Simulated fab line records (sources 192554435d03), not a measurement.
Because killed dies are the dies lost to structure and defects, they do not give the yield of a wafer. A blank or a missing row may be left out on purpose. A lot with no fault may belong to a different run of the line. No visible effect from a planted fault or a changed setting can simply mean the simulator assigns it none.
fab line records || flow n5-finfet
record: {"lots": 5, "wafers": 15, "last-day": 17}
route steps=1938 shown BEOL_M14@1718
lots that met no fault: from a run of the same line without faults
start-h: hours from the record's opening day to when the first of the lot's shown wafers began || wait-h: hours elapsed since this lot's preceding step || " identical to the entry in the row above || L1.1+2: a single row standing in for several wafers || - no value, or no start given || * or withheld: withheld || < > ~ a bound
route shown NAME@n: a module of which the file shows steps, and the number in the route of the first || usual: mean/standard deviation taken from wafers without a fault || same: alike in all rows || chamber/n: place in a boat || sites: each site's reading || _std_site: the values' standard deviation || _edge_site: inner sites' mean taken away from outer sites' mean || radius-mm: how far each site lies from the wafer's centre || mask NAME#n: copy n || behind: tool/chamber where the wafer was last shaped || hold: why the lot was held/for how many hours/how that ended || device: the n, p or np transistor that did not switch || end of line: the tests these same wafers got at the end of their route || a step given without rows: its recipe and nothing more || killed: not the wafer's yield, but the dies lost to structure and defects at the first sort || map: a wafer's dies, x killed, . not, _ none there
set.NAME: the run value of the setting; set.NAME@STEP: its run value at that earlier step || model.NAME: the simulator's own value behind a step, which no gauge read
lots at selected steps of the route; one table per step, one row per wafer
services: when a tool's chamber went out of use (start-h, in hours from the record's first day, below 0 if earlier), for how many hours, and the reason
== steps ==
step: N5_BEOL_M14_COAT_58
recipe: {"resist": "BARC", "temp-c": 205, "time-s": 60, "spin-rpm": 1500, "resist-thk-nm": 89}
step: N5_BEOL_M14_COAT_04
recipe: {"spin-rpm": 1704, "resist-thk-nm": 800}
step: N5_BEOL_M14_EBR_06
recipe: {"solvent": "PGMEA", "ebr-width-mm": 1.5}
step: N5_BEOL_M14_SOFTBAKE_05
recipe: {"temp-c": 130, "time-s": 60}
step: N5_BEOL_M14_EXPOSE_07
recipe: {"mask-id": "V13", "na": 0.8, "source-shape": "annular", "sigma-inner": 0.5, "sigma-outer": 0.8, "polarization": "unpolarized", "attpsm-phase-deg": 180, "dose-mj": 57}
step: N5_BEOL_M14_PEB_08
recipe: {"peb-temp-c": 130, "peb-time-s": 90}
step: N5_BEOL_M14_DEVELOP_09
recipe: {"develop-time-s": 45, "rinse-liquid": "diw", "dry": "air-spin", "dev-temp-c": 21}
step: N5_BEOL_M14_HARDBAKE_14
recipe: {"temp-c": 130, "time-s": 120}
step: N5_BEOL_M14_CD_MEAS_10
recipe: {"target-cd-nm": 250, "landing-energy-ev": 500, "detector": "se-inlens", "polarity": "opening"}
usual: {"cd-nm": "249.1/1.3"}
{"lot.wafer": "L698.1", "tool": "cd-sem-02", "chamber": 0, "start-h": 260.57, "wait-h": "-", "cd-nm": 248.4}
{"lot.wafer": "L698.2", "tool": "cd-sem-02", "chamber": 0, "start-h": 260.57, "wait-h": "-", "cd-nm": 248.4}
{"lot.wafer": "L698.4", "tool": "cd-sem-02", "chamber": 0, "start-h": 260.57, "wait-h": "-", "cd-nm": 249.0}
{"lot.wafer": "L699.1", "tool": "cd-sem-02", "chamber": 0, "start-h": 261.14, "wait-h": "-", "cd-nm": 248.1}
{"lot.wafer": "L699.2", "tool": "cd-sem-02", "chamber": 0, "start-h": 261.14, "wait-h": "-", "cd-nm": 250.1}
{"lot.wafer": "L699.6", "tool": "cd-sem-02", "chamber": 0, "start-h": 261.14, "wait-h": "-", "cd-nm": 248.2}
{"lot.wafer": "L719.1", "tool": "cd-sem-01", "chamber": 0, "start-h": 363.18, "wait-h": "-", "cd-nm": 249.9}
{"lot.wafer": "L719.4", "tool": "cd-sem-01", "chamber": 0, "start-h": 363.18, "wait-h": "-", "cd-nm": 250.0}
{"lot.wafer": "L719.6", "tool": "cd-sem-01", "chamber": 0, "start-h": 363.18, "wait-h": "-", "cd-nm": 250.0}
{"lot.wafer": "L718.3", "tool": "cd-sem-01", "chamber": 0, "start-h": 373.80, "wait-h": "-", "cd-nm": 250.9}
{"lot.wafer": "L718.4", "tool": "cd-sem-01", "chamber": 0, "start-h": 373.80, "wait-h": "-", "cd-nm": 248.9}
{"lot.wafer": "L718.5", "tool": "cd-sem-01", "chamber": 0, "start-h": 373.80, "wait-h": "-", "cd-nm": 249.2}
{"lot.wafer": "L721.1", "tool": "cd-sem-03", "chamber": 0, "start-h": 382.36, "wait-h": "-", "cd-nm": 248.2}
{"lot.wafer": "L721.2", "tool": "cd-sem-03", "chamber": 0, "start-h": 382.36, "wait-h": "-", "cd-nm": 249.5}
{"lot.wafer": "L721.3", "tool": "cd-sem-03", "chamber": 0, "start-h": 382.36, "wait-h": "-", "cd-nm": 248.4}
step: N5_BEOL_M14_OVL_MEAS_11
recipe: {"points-per-wafer": 44}
usual: {"V13_OVL": "6/6.8"}
{"lot.wafer": "L698.1", "tool": "overlay-02", "chamber": 0, "start-h": 260.60, "wait-h": 0.0, "V13_OVL[nm]": 5}
{"lot.wafer": "L698.2", "tool": "overlay-02", "chamber": 0, "start-h": 260.60, "wait-h": 0.0, "V13_OVL[nm]": 3}
{"lot.wafer": "L698.4", "tool": "overlay-02", "chamber": 0, "start-h": 260.60, "wait-h": 0.0, "V13_OVL[nm]": 4}
{"lot.wafer": "L699.1", "tool": "overlay-02", "chamber": 0, "start-h": 261.17, "wait-h": 0.0, "V13_OVL[nm]": 0}
{"lot.wafer": "L699.2", "tool": "overlay-02", "chamber": 0, "start-h": 261.17, "wait-h": 0.0, "V13_OVL[nm]": 2}
{"lot.wafer": "L699.6", "tool": "overlay-02", "chamber": 0, "start-h": 261.17, "wait-h": 0.0, "V13_OVL[nm]": 6}
{"lot.wafer": "L719.1", "tool": "overlay-01", "chamber": 0, "start-h": 363.21, "wait-h": 0.0, "V13_OVL[nm]": 1}
{"lot.wafer": "L719.4", "tool": "overlay-01", "chamber": 0, "start-h": 363.21, "wait-h": 0.0, "V13_OVL[nm]": 4}
{"lot.wafer": "L719.6", "tool": "overlay-01", "chamber": 0, "start-h": 363.21, "wait-h": 0.0, "V13_OVL[nm]": -4}
{"lot.wafer": "L718.3", "tool": "overlay-01", "chamber": 0, "start-h": 373.83, "wait-h": 0.0, "V13_OVL[nm]": -5}
{"lot.wafer": "L718.4", "tool": "overlay-01", "chamber": 0, "start-h": 373.83, "wait-h": 0.0, "V13_OVL[nm]": 4}
{"lot.wafer": "L718.5", "tool": "overlay-01", "chamber": 0, "start-h": 373.83, "wait-h": 0.0, "V13_OVL[nm]": -4}
{"lot.wafer": "L721.1", "tool": "overlay-02", "chamber": 0, "start-h": 382.39, "wait-h": 0.0, "V13_OVL[nm]": 17}
{"lot.wafer": "L721.2", "tool": "overlay-02", "chamber": 0, "start-h": 382.39, "wait-h": 0.0, "V13_OVL[nm]": 9}
{"lot.wafer": "L721.3", "tool": "overlay-02", "chamber": 0, "start-h": 382.39, "wait-h": 0.0, "V13_OVL[nm]": 14}
step: N5_BEOL_M14_INSPECT_12
recipe: {"mode": "adi", "inspect-instrument": "macro"}
usual: {"raw-defect-count": "2.0/1.4"}
{"lot.wafer": "L698.1", "tool": "defect-inspect-02", "chamber": "-", "start-h": 260.63, "wait-h": 0.0, "raw-defect-count": 0}
{"lot.wafer": "L698.2", "tool": "defect-inspect-02", "chamber": "-", "start-h": 260.63, "wait-h": 0.0, "raw-defect-count": 2}
{"lot.wafer": "L698.4", "tool": "defect-inspect-02", "chamber": "-", "start-h": 260.63, "wait-h": 0.0, "raw-defect-count": 2}
{"lot.wafer": "L699.1", "tool": "defect-inspect-02", "chamber": "-", "start-h": 261.19, "wait-h": 0.0, "raw-defect-count": 1}
{"lot.wafer": "L699.2", "tool": "defect-inspect-02", "chamber": "-", "start-h": 261.19, "wait-h": 0.0, "raw-defect-count": 0}
{"lot.wafer": "L699.6", "tool": "defect-inspect-02", "chamber": "-", "start-h": 261.19, "wait-h": 0.0, "raw-defect-count": 4}
{"lot.wafer": "L719.1", "tool": "defect-inspect-01", "chamber": "-", "start-h": 363.24, "wait-h": 0.0, "raw-defect-count": 2}
{"lot.wafer": "L719.4", "tool": "defect-inspect-01", "chamber": "-", "start-h": 363.24, "wait-h": 0.0, "raw-defect-count": 3}
{"lot.wafer": "L719.6", "tool": "defect-inspect-01", "chamber": "-", "start-h": 363.24, "wait-h": 0.0, "raw-defect-count": 3}
{"lot.wafer": "L718.3", "tool": "defect-inspect-01", "chamber": "-", "start-h": 373.85, "wait-h": 0.0, "raw-defect-count": 1}
{"lot.wafer": "L718.4", "tool": "defect-inspect-01", "chamber": "-", "start-h": 373.85, "wait-h": 0.0, "raw-defect-count": 1}
{"lot.wafer": "L718.5", "tool": "defect-inspect-01", "chamber": "-", "start-h": 373.85, "wait-h": 0.0, "raw-defect-count": 3}
{"lot.wafer": "L721.1", "tool": "defect-inspect-02", "chamber": "-", "start-h": 382.42, "wait-h": 0.0, "raw-defect-count": 2}
{"lot.wafer": "L721.2", "tool": "defect-inspect-02", "chamber": "-", "start-h": 382.42, "wait-h": 0.0, "raw-defect-count": 2}
{"lot.wafer": "L721.3", "tool": "defect-inspect-02", "chamber": "-", "start-h": 382.42, "wait-h": 0.0, "raw-defect-count": 3}
step: N5_BEOL_M14_DESCUM_15
recipe: {"chemistry": "O2", "time-s": 7.9, "source-power-w": 50, "bias-power-w": 20, "pressure-mtorr": 20, "rf-frequency-hz": 2.712e+07, "temp-c": 40, "o2-flow-sccm": 225}
usual: {"drypump-motor-current-A": "5.8/0.46", "oes-product-au": "0.79/0.085", "rf-vpp-V": "243.3/1.5", "showerhead-plenum-p-Torr": "2.10/0.077", "throttle-valve-pct": "20.28/0.22"}
{"lot.wafer": "L698.1", "tool": "rie-diel-05", "chamber": 1, "start-h": 260.66, "wait-h": 0.0, "drypump-motor-current-A": 6.1, "oes-product-au": 0.92, "rf-hours-counter-h": 14, "rf-vpp-V": 242.9, "showerhead-plenum-p-Torr": 2.05, "throttle-valve-pct": 20.16}
{"lot.wafer": "L698.2", "tool": "rie-diel-05", "chamber": 2, "start-h": 260.66, "wait-h": 0.0, "drypump-motor-current-A": 6.3, "oes-product-au": 0.69, "rf-hours-counter-h": 221, "rf-vpp-V": 241.2, "showerhead-plenum-p-Torr": 2.07, "throttle-valve-pct": 20.60}
{"lot.wafer": "L698.4", "tool": "rie-diel-05", "chamber": 3, "start-h": 260.66, "wait-h": 0.0, "drypump-motor-current-A": 5.4, "oes-product-au": 0.71, "rf-hours-counter-h": 219, "rf-vpp-V": 242.1, "showerhead-plenum-p-Torr": 2.06, "throttle-valve-pct": 20.57}
{"lot.wafer": "L699.1", "tool": "rie-diel-01", "chamber": 0, "start-h": 261.23, "wait-h": 0.0, "drypump-motor-current-A": 5.5, "oes-product-au": 0.91, "rf-hours-counter-h": 24, "rf-vpp-V": 244.3, "showerhead-plenum-p-Torr": 2.13, "throttle-valve-pct": 19.81}
{"lot.wafer": "L699.2", "tool": "rie-diel-01", "chamber": 2, "start-h": 261.23, "wait-h": 0.0, "drypump-motor-current-A": 5.4, "oes-product-au": 0.80, "rf-hours-counter-h": 104, "rf-vpp-V": 243.9, "showerhead-plenum-p-Torr": 2.21, "throttle-valve-pct": 20.26}
{"lot.wafer": "L699.6", "tool": "rie-diel-01", "chamber": 0, "start-h": 261.23, "wait-h": 0.0, "drypump-motor-current-A": 5.5, "oes-product-au": 0.91, "rf-hours-counter-h": "-", "rf-vpp-V": 244.1, "showerhead-plenum-p-Torr": 2.13, "throttle-valve-pct": 19.83}
{"lot.wafer": "L719.1", "tool": "rie-diel-05", "chamber": 2, "start-h": 363.27, "wait-h": 0.0, "drypump-motor-current-A": 6.3, "oes-product-au": 0.95, "rf-hours-counter-h": 4, "rf-vpp-V": 242.5, "showerhead-plenum-p-Torr": 2.06, "throttle-valve-pct": 20.29}
{"lot.wafer": "L719.4", "tool": "rie-diel-05", "chamber": 0, "start-h": 363.27, "wait-h": 0.0, "drypump-motor-current-A": 5.2, "oes-product-au": 0.87, "rf-hours-counter-h": "-", "rf-vpp-V": 243.0, "showerhead-plenum-p-Torr": 2.14, "throttle-valve-pct": 20.25}
{"lot.wafer": "L719.6", "tool": "rie-diel-05", "chamber": 2, "start-h": 363.27, "wait-h": 0.0, "drypump-motor-current-A": 6.3, "oes-product-au": 0.94, "rf-hours-counter-h": "-", "rf-vpp-V": 243.3, "showerhead-plenum-p-Torr": 2.06, "throttle-valve-pct": 20.29}
{"lot.wafer": "L718.3", "tool": "rie-diel-01", "chamber": 3, "start-h": 374.00, "wait-h": 0.1, "drypump-motor-current-A": 5.1, "oes-product-au": 0.74, "rf-hours-counter-h": 138, "rf-vpp-V": 245.7, "showerhead-plenum-p-Torr": 2.18, "throttle-valve-pct": 20.17}
{"lot.wafer": "L718.4", "tool": "rie-diel-01", "chamber": 0, "start-h": 374.00, "wait-h": 0.1, "drypump-motor-current-A": 5.5, "oes-product-au": 0.84, "rf-hours-counter-h": 63, "rf-vpp-V": 244.3, "showerhead-plenum-p-Torr": 2.12, "throttle-valve-pct": 19.91}
{"lot.wafer": "L718.5", "tool": "rie-diel-01", "chamber": 0, "start-h": 374.00, "wait-h": 0.1, "drypump-motor-current-A": 5.5, "oes-product-au": 0.85, "rf-hours-counter-h": "-", "rf-vpp-V": 241.6, "showerhead-plenum-p-Torr": 2.12, "throttle-valve-pct": 19.88}
{"lot.wafer": "L721.1", "tool": "rie-diel-05", "chamber": 0, "start-h": 382.45, "wait-h": 0.0, "drypump-motor-current-A": 5.2, "oes-product-au": 0.87, "rf-hours-counter-h": 39, "rf-vpp-V": 243.7, "showerhead-plenum-p-Torr": 2.14, "throttle-valve-pct": 20.23}
{"lot.wafer": "L721.2", "tool": "rie-diel-05", "chamber": 1, "start-h": 382.45, "wait-h": 0.0, "drypump-motor-current-A": 6.2, "oes-product-au": 0.85, "rf-hours-counter-h": 64, "rf-vpp-V": 242.3, "showerhead-plenum-p-Torr": 2.03, "throttle-valve-pct": 20.25}
{"lot.wafer": "L721.3", "tool": "rie-diel-05", "chamber": 2, "start-h": 382.45, "wait-h": 0.0, "drypump-motor-current-A": 6.3, "oes-product-au": 0.93, "rf-hours-counter-h": 10, "rf-vpp-V": 242.0, "showerhead-plenum-p-Torr": 2.06, "throttle-valve-pct": 20.30}
step: N5_BEOL_M14_ETCH_59
recipe: {"chemistry": "N2/H2", "target": "BARC", "target-depth-a": 890, "overetch-a": 267, "time-s": 67.9, "ion-energy-ev": 200, "pressure-mtorr": 30, "source-w": 840, "bias-w": 150, "n2-flow-sccm": 200, "h2-flow-sccm": 200}
usual: {"bias-w": "150.0/0.47", "drypump-motor-current-A": "5.8/0.47", "h2-flow-sccm": "199.9/0.6", "oes-product-au": "0.68/0.069", "rf-vpp-V": "523.9/2.7", "showerhead-plenum-p-Torr": "2.55/0.093", "throttle-valve-pct": "17.73/0.25"}
{"lot.wafer": "L698.1", "tool": "rie-diel-05", "chamber": 1, "start-h": 260.70, "wait-h": 0.0, "bias-w": 149.5, "drypump-motor-current-A": 6.2, "h2-flow-sccm": 200.5, "oes-product-au": 0.79, "rf-hours-counter-h": 14, "rf-vpp-V": 523.7, "showerhead-plenum-p-Torr": 2.49, "throttle-valve-pct": 17.67}
{"lot.wafer": "L698.2", "tool": "rie-diel-05", "chamber": 2, "start-h": 260.70, "wait-h": 0.0, "bias-w": 150.0, "drypump-motor-current-A": 6.3, "h2-flow-sccm": 199.9, "oes-product-au": 0.60, "rf-hours-counter-h": 221, "rf-vpp-V": 522.2, "showerhead-plenum-p-Torr": 2.52, "throttle-valve-pct": 18.10}
{"lot.wafer": "L698.4", "tool": "rie-diel-05", "chamber": 3, "start-h": 260.70, "wait-h": 0.0, "bias-w": 149.4, "drypump-motor-current-A": 5.4, "h2-flow-sccm": 200.4, "oes-product-au": 0.61, "rf-hours-counter-h": 219, "rf-vpp-V": 523.2, "showerhead-plenum-p-Torr": 2.52, "throttle-valve-pct": 18.11}
{"lot.wafer": "L699.1", "tool": "rie-diel-01", "chamber": 0, "start-h": 261.26, "wait-h": 0.0, "bias-w": 150.0, "drypump-motor-current-A": 5.5, "h2-flow-sccm": 200.3, "oes-product-au": 0.78, "rf-hours-counter-h": 24, "rf-vpp-V": 525.0, "showerhead-plenum-p-Torr": 2.60, "throttle-valve-pct": 17.26}
{"lot.wafer": "L699.2", "tool": "rie-diel-01", "chamber": 2, "start-h": 261.26, "wait-h": 0.0, "bias-w": 150.0, "drypump-motor-current-A": 5.4, "h2-flow-sccm": 200.2, "oes-product-au": 0.67, "rf-hours-counter-h": 104, "rf-vpp-V": 525.1, "showerhead-plenum-p-Torr": 2.67, "throttle-valve-pct": 17.69}
{"lot.wafer": "L699.6", "tool": "rie-diel-01", "chamber": 0, "start-h": 261.26, "wait-h": 0.0, "bias-w": 150.2, "drypump-motor-current-A": 5.5, "h2-flow-sccm": 200.0, "oes-product-au": 0.77, "rf-hours-counter-h": "-", "rf-vpp-V": 523.9, "showerhead-plenum-p-Torr": 2.60, "throttle-valve-pct": 17.27}
{"lot.wafer": "L719.1", "tool": "rie-diel-05", "chamber": 2, "start-h": 363.31, "wait-h": 0.0, "bias-w": 150.6, "drypump-motor-current-A": 6.3, "h2-flow-sccm": 200.8, "oes-product-au": 0.82, "rf-hours-counter-h": 4, "rf-vpp-V": 523.3, "showerhead-plenum-p-Torr": 2.50, "throttle-valve-pct": 17.72}
{"lot.wafer": "L719.4", "tool": "rie-diel-05", "chamber": 0, "start-h": 363.31, "wait-h": 0.0, "bias-w": 149.4, "drypump-motor-current-A": 5.2, "h2-flow-sccm": 200.2, "oes-product-au": 0.75, "rf-hours-counter-h": "-", "rf-vpp-V": 527.1, "showerhead-plenum-p-Torr": 2.59, "throttle-valve-pct": 17.65}
{"lot.wafer": "L719.6", "tool": "rie-diel-05", "chamber": 2, "start-h": 363.31, "wait-h": 0.0, "bias-w": 150.1, "drypump-motor-current-A": 6.3, "h2-flow-sccm": 200.7, "oes-product-au": 0.81, "rf-hours-counter-h": "-", "rf-vpp-V": 521.9, "showerhead-plenum-p-Torr": 2.50, "throttle-valve-pct": 17.74}
{"lot.wafer": "L718.3", "tool": "rie-diel-01", "chamber": 3, "start-h": 374.03, "wait-h": 0.0, "bias-w": 149.7, "drypump-motor-current-A": 5.1, "h2-flow-sccm": 200.9, "oes-product-au": 0.63, "rf-hours-counter-h": 138, "rf-vpp-V": 525.5, "showerhead-plenum-p-Torr": 2.66, "throttle-valve-pct": 17.82}
{"lot.wafer": "L718.4", "tool": "rie-diel-01", "chamber": 0, "start-h": 374.03, "wait-h": 0.0, "bias-w": 150.2, "drypump-motor-current-A": 5.5, "h2-flow-sccm": 179.4, "oes-product-au": 0.72, "rf-hours-counter-h": 63, "rf-vpp-V": 524.5, "showerhead-plenum-p-Torr": 2.52, "throttle-valve-pct": 16.83}
{"lot.wafer": "L718.5", "tool": "rie-diel-01", "chamber": 0, "start-h": 374.03, "wait-h": 0.0, "bias-w": 149.9, "drypump-motor-current-A": 5.5, "h2-flow-sccm": 181.1, "oes-product-au": 0.72, "rf-hours-counter-h": "-", "rf-vpp-V": 525.2, "showerhead-plenum-p-Torr": 2.52, "throttle-valve-pct": 16.82}
{"lot.wafer": "L721.1", "tool": "rie-diel-05", "chamber": 0, "start-h": 382.49, "wait-h": 0.0, "bias-w": 149.9, "drypump-motor-current-A": 5.2, "h2-flow-sccm": 199.7, "oes-product-au": 0.74, "rf-hours-counter-h": 39, "rf-vpp-V": 524.7, "showerhead-plenum-p-Torr": 2.58, "throttle-valve-pct": 17.64}
{"lot.wafer": "L721.2", "tool": "rie-diel-05", "chamber": 1, "start-h": 382.49, "wait-h": 0.0, "bias-w": 149.4, "drypump-motor-current-A": 6.1, "h2-flow-sccm": 200.1, "oes-product-au": 0.72, "rf-hours-counter-h": 64, "rf-vpp-V": 520.4, "showerhead-plenum-p-Torr": 2.47, "throttle-valve-pct": 17.77}
{"lot.wafer": "L721.3", "tool": "rie-diel-05", "chamber": 2, "start-h": 382.49, "wait-h": 0.0, "bias-w": 149.4, "drypump-motor-current-A": 6.3, "h2-flow-sccm": 198.9, "oes-product-au": 0.79, "rf-hours-counter-h": 10, "rf-vpp-V": 520.9, "showerhead-plenum-p-Torr": 2.50, "throttle-valve-pct": 17.75}
step: N5_BEOL_M14_VIA_ETCH_16
recipe: {"chemistry": "C4F8/O2/Ar", "target": "SiO2", "he-inner-torr": 15, "he-outer-torr": 30, "target-depth-a": 12313, "time-s": "withheld", "ion-energy-ev": 800, "pressure-mtorr": 20, "source-w": 1905, "bias-w": 2040, "Ar_flow_sccm": 400, "C4F8_flow_sccm": 16, "O2_flow_sccm": 12, "ends": "cleared"}
usual: {"bias-w": "2040/5.7", "drypump-motor-current-A": "5.8/0.47", "he-inner-torr": "15.00/0.031", "oes-product-au": "0.71/0.077", "rf-vpp-V": "2213/19", "showerhead-plenum-p-Torr": "3.44/0.12", "throttle-valve-pct": "30.70/0.23"}
{"lot.wafer": "L698.1", "tool": "rie-diel-05", "chamber": 1, "start-h": 260.75, "wait-h": 0.0, "bias-w": 2049, "drypump-motor-current-A": 6.2, "he-inner-torr": 15.04, "oes-product-au": 0.83, "rf-vpp-V": 2200, "showerhead-plenum-p-Torr": 3.36, "throttle-valve-pct": 30.64}
{"lot.wafer": "L698.2", "tool": "rie-diel-05", "chamber": 2, "start-h": 260.75, "wait-h": 0.0, "bias-w": 2041, "drypump-motor-current-A": 6.3, "he-inner-torr": 15.00, "oes-product-au": 0.61, "rf-vpp-V": 2192, "showerhead-plenum-p-Torr": 3.41, "throttle-valve-pct": 31.03}
{"lot.wafer": "L698.4", "tool": "rie-diel-05", "chamber": 3, "start-h": 260.75, "wait-h": 0.0, "bias-w": 2036, "drypump-motor-current-A": 5.3, "he-inner-torr": 14.95, "oes-product-au": 0.63, "rf-vpp-V": 2200, "showerhead-plenum-p-Torr": 3.40, "throttle-valve-pct": 31.00}
{"lot.wafer": "L699.1", "tool": "rie-diel-01", "chamber": 0, "start-h": 261.31, "wait-h": 0.0, "bias-w": 2047, "drypump-motor-current-A": 5.5, "he-inner-torr": 15.00, "oes-product-au": 0.82, "rf-vpp-V": 2241, "showerhead-plenum-p-Torr": 3.50, "throttle-valve-pct": 30.22}
{"lot.wafer": "L699.2", "tool": "rie-diel-01", "chamber": 2, "start-h": 261.31, "wait-h": 0.0, "bias-w": 2041, "drypump-motor-current-A": 5.4, "he-inner-torr": 15.02, "oes-product-au": 0.72, "rf-vpp-V": 2240, "showerhead-plenum-p-Torr": 3.61, "throttle-valve-pct": 30.72}
{"lot.wafer": "L699.6", "tool": "rie-diel-01", "chamber": 0, "start-h": 261.31, "wait-h": 0.0, "bias-w": 2045, "drypump-motor-current-A": 5.5, "he-inner-torr": 15.00, "oes-product-au": 0.83, "rf-vpp-V": 2241, "showerhead-plenum-p-Torr": 3.50, "throttle-valve-pct": 30.20}
{"lot.wafer": "L719.1", "tool": "rie-diel-05", "chamber": 2, "start-h": 363.36, "wait-h": 0.0, "bias-w": 2034, "drypump-motor-current-A": 6.3, "he-inner-torr": 14.99, "oes-product-au": 0.85, "rf-vpp-V": 2190, "showerhead-plenum-p-Torr": 3.39, "throttle-valve-pct": 30.86}
{"lot.wafer": "L719.4", "tool": "rie-diel-05", "chamber": 0, "start-h": 363.36, "wait-h": 0.0, "bias-w": 2042, "drypump-motor-current-A": 5.2, "he-inner-torr": 15.00, "oes-product-au": 0.79, "rf-vpp-V": 2212, "showerhead-plenum-p-Torr": 3.50, "throttle-valve-pct": 30.69}
{"lot.wafer": "L719.6", "tool": "rie-diel-05", "chamber": 2, "start-h": 363.36, "wait-h": 0.0, "bias-w": 2039, "drypump-motor-current-A": 6.3, "he-inner-torr": 14.96, "oes-product-au": 0.85, "rf-vpp-V": 2190, "showerhead-plenum-p-Torr": 3.39, "throttle-valve-pct": 30.85}
{"lot.wafer": "L718.3", "tool": "rie-diel-01", "chamber": 3, "start-h": 374.08, "wait-h": 0.0, "bias-w": 2042, "drypump-motor-current-A": 5.1, "he-inner-torr": 15.02, "oes-product-au": 0.66, "rf-vpp-V": 2226, "showerhead-plenum-p-Torr": 3.57, "throttle-valve-pct": 30.60}
{"lot.wafer": "L718.4", "tool": "rie-diel-01", "chamber": 0, "start-h": 374.08, "wait-h": 0.0, "bias-w": 2043, "drypump-motor-current-A": 5.5, "he-inner-torr": 15.03, "oes-product-au": 0.75, "rf-vpp-V": 2239, "showerhead-plenum-p-Torr": 3.48, "throttle-valve-pct": 30.25}
{"lot.wafer": "L718.5", "tool": "rie-diel-01", "chamber": 0, "start-h": 374.08, "wait-h": 0.0, "bias-w": 2049, "drypump-motor-current-A": 5.5, "he-inner-torr": 15.02, "oes-product-au": 0.76, "rf-vpp-V": 2238, "showerhead-plenum-p-Torr": 3.48, "throttle-valve-pct": 30.23}
{"lot.wafer": "L721.1", "tool": "rie-diel-05", "chamber": 0, "start-h": 382.54, "wait-h": 0.0, "bias-w": 2038, "drypump-motor-current-A": 5.2, "he-inner-torr": 15.07, "oes-product-au": 0.78, "rf-vpp-V": 2211, "showerhead-plenum-p-Torr": 3.49, "throttle-valve-pct": 30.67}
{"lot.wafer": "L721.2", "tool": "rie-diel-05", "chamber": 1, "start-h": 382.54, "wait-h": 0.0, "bias-w": 2038, "drypump-motor-current-A": 6.2, "he-inner-torr": 14.98, "oes-product-au": 0.77, "rf-vpp-V": 2195, "showerhead-plenum-p-Torr": 3.34, "throttle-valve-pct": 30.67}
{"lot.wafer": "L721.3", "tool": "rie-diel-05", "chamber": 2, "start-h": 382.54, "wait-h": 0.0, "bias-w": 2046, "drypump-motor-current-A": 6.3, "he-inner-torr": 14.98, "oes-product-au": 0.83, "rf-vpp-V": 2189, "showerhead-plenum-p-Torr": 3.39, "throttle-valve-pct": 30.87}
== services ==
{"tool": "rie-diel-01", "chamber": 1, "start-h": 246.01, "hours": 6.7, "kind": "repair"}
{"tool": "rie-diel-05", "chamber": 0, "start-h": 261.01, "hours": "-", "kind": "clean"}
{"tool": "rie-diel-05", "chamber": 0, "start-h": 261.01, "hours": "-", "kind": "consumable-replace:focus-ring"}
{"tool": "rie-diel-05", "chamber": 0, "start-h": 261.01, "hours": 24.8, "kind": "scheduled-down"}
{"tool": "rie-diel-05", "chamber": 0, "start-h": 261.01, "hours": 24.8, "kind": "vent-cycle"}
{"tool": "rie-diel-01", "chamber": 1, "start-h": 300.08, "hours": 2.1, "kind": "repair"}
{"tool": "rie-diel-05", "chamber": 3, "start-h": 331.50, "hours": 3.1, "kind": "repair"}
{"tool": "rie-diel-05", "chamber": 2, "start-h": 334.65, "hours": "-", "kind": "clean"}
{"tool": "rie-diel-05", "chamber": 2, "start-h": 334.65, "hours": "-", "kind": "consumable-replace:focus-ring"}
{"tool": "rie-diel-05", "chamber": 2, "start-h": 334.65, "hours": 20.5, "kind": "scheduled-down"}
{"tool": "rie-diel-05", "chamber": 2, "start-h": 334.65, "hours": 20.5, "kind": "vent-cycle"}
{"tool": "rie-diel-01", "chamber": 1, "start-h": 337.69, "hours": "-", "kind": "clean"}
{"tool": "rie-diel-01", "chamber": 1, "start-h": 337.69, "hours": "-", "kind": "consumable-replace:focus-ring"}
{"tool": "rie-diel-01", "chamber": 1, "start-h": 337.69, "hours": "-", "kind": "consumable-replace:showerhead"}
{"tool": "rie-diel-01", "chamber": 1, "start-h": 337.69, "hours": 13.0, "kind": "scheduled-down"}
{"tool": "rie-diel-01", "chamber": 1, "start-h": 337.69, "hours": 13.0, "kind": "vent-cycle"}
{"tool": "rie-diel-01", "chamber": 0, "start-h": 338.64, "hours": 8.2, "kind": "repair"}
{"tool": "rie-diel-05", "chamber": 3, "start-h": 355.31, "hours": "-", "kind": "clean"}
{"tool": "rie-diel-05", "chamber": 3, "start-h": 355.31, "hours": "-", "kind": "consumable-replace:focus-ring"}
{"tool": "rie-diel-05", "chamber": 3, "start-h": 355.31, "hours": 16.4, "kind": "scheduled-down"}
{"tool": "rie-diel-05", "chamber": 3, "start-h": 355.31, "hours": 16.4, "kind": "vent-cycle"}
== key ==
first-sign: {"step": "N5_BEOL_M14_ETCH_59", "reading": "h2-flow-sccm", "direction": "down", "sigmas": 33, "usual": 199.9, "struck": 180.2}
effect: {"step": "N5_BEOL_M14_ETCH_59", "reading": "throttle-valve-pct", "direction": "down", "sigmas": 3.7, "usual": "*", "struck": "*"}
met-at N5_BEOL_M14_ETCH_59
struck-wafers L718.4,L718.5
onset-between 261.26 374.03
fault: {"kind": "process-parameter-drift", "tool": "rie-diel-01", "chamber": 0, "onset-h": 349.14, "steps": "N5_BEOL_M14_ETCH_59", "channel": "h2-flow-sccm", "offset": -20, "shape": "step", "end-h": 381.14, "acts-in": "these-recipes-only", "stated": 200}
